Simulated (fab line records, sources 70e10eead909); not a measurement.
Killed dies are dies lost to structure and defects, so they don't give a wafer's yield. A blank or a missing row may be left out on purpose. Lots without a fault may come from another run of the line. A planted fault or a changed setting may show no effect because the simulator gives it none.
Chamber matching | flow nand_harc | NHARC_A_CHANNEL_FILL_D1_ALD_25 on ald_hk-02: 4 sister chambers
The step deposits SiOx, target thk 60 nm, pulse time 10 s, ald cycles 600. 8 wafers are shown with their chamber, then 7 later ones without.

WAFERS WITH THEIR CHAMBER
wafer  | chamber | heater_power_w (W) | precursor_pulse_height_rel
L080.3 | 0       | 421                | 0.988
L082.2 | 0       | 443                | 0.998
L087.4 | 3       | 442                | 1.026
L088.3 | 1       | 431                | 0.967
L088.2 | 3       | 446                | 1.024
L088.5 | 2       | 514                | 1.016
L090.1 | 2       | 515                | 0.966
L090.4 | 1       | 424                | 0.991

WAFERS WITHOUT THEIR CHAMBER
wafer  | heater_power_w (W) | precursor_pulse_height_rel
L090.5 | 437                | 0.996
L092.1 | 455                | 0.967
L092.3 | 466                | 0.983
L092.5 | 431                | 0.973
L097.3 | 426                | 1.006
L097.4 | 445                | 1.028
L097.5 | 426                | 1.012

WHICH CHAMBER EACH WENT THROUGH
wafer  | from the rows above          | in truth
L090.5 | can't be placed: 0 or 1 or 3 | 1
L092.1 | can't be placed: 0 or 3 or 1 | 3
L092.3 | can't be placed: 3 or 0 or 1 | 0
L092.5 | can't be placed: 1 or 0      | 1
L097.3 | can't be placed: 0 or 1 or 3 | 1
L097.4 | 3                            | 3
L097.5 | can't be placed: 0 or 1 or 3 | 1
Placed correctly: 1 of 7. Can't be placed from these rows: 6 (the true chamber is among the candidates in 6). Placed wrongly: 0.
How it was worked out, from the rows above alone: a wafer's distance from a chamber is the root of the sum, over the readings, of the square of ((its reading less the chamber's mean) divided by the reading's scatter). The wafer belongs to the nearest chamber; if the next one is less than 2 further off, it can't be placed. A chamber's mean is the mean of its shown wafers. The scatter: the root of (the sum of the squares of (reading less its chamber's mean) over the shown wafers, divided by (wafers less chambers)).
